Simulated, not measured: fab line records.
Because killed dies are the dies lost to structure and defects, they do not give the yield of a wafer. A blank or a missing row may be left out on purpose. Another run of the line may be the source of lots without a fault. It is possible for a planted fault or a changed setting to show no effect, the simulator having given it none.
Chamber matching | flow n5Finfet | aldSin-01 running N5_BEOL_M2_ALD_98: 4 sister chambers
The step deposits SiO2, target thk 2.5 nm, pulse time 1 s, co reactant pulse time 1 s. 4 wafers are shown with their chamber, then 8 later ones without.

== WAFERS WITH THEIR CHAMBER ==
wafer  | chamber | heaterPowerW (W)
L084.4 | 3       | 77
L089.4 | 2       | 74
L089.6 | 0       | 76
L092.1 | 1       | 82

== WAFERS WITHOUT THEIR CHAMBER ==
wafer  | heaterPowerW (W)
L092.4 | 77
L092.5 | 75
L093.1 | 77
L093.4 | 82
L093.6 | 83
L095.3 | 75
L095.5 | 82
L095.6 | 78

== THE CHAMBER EACH PASSED THROUGH ==
wafer  | from the rows above          | in truth
L092.4 | can't be placed: 3 or 0      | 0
L092.5 | can't be placed: 0 or 2 or 3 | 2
L093.1 | can't be placed: 3 or 0      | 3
L093.4 | 1                            | 1
L093.6 | 1                            | 1
L095.3 | can't be placed: 0 or 2 or 3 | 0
L095.5 | 1                            | 1
L095.6 | can't be placed: 3 or 0      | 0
Correctly placed: 3 of 8. Unplaceable from these rows: 5, with the true chamber sitting among the candidates in 5. 0 placed wrongly.
How it was worked out, from the rows above alone: a wafer's distance from a chamber is the root of the sum, over the readings, of the square of ((its reading less the chamber's mean) divided by the reading's scatter). If the next closest chamber is less than 2 further off than the closest, the wafer can't be placed; otherwise it belongs to the closest. The mean given for a chamber averages the wafers shown for that chamber. The scatter: with one shown wafer a chamber, the root of the mean of the squares of how far each hidden wafer lies from its nearest shown one.
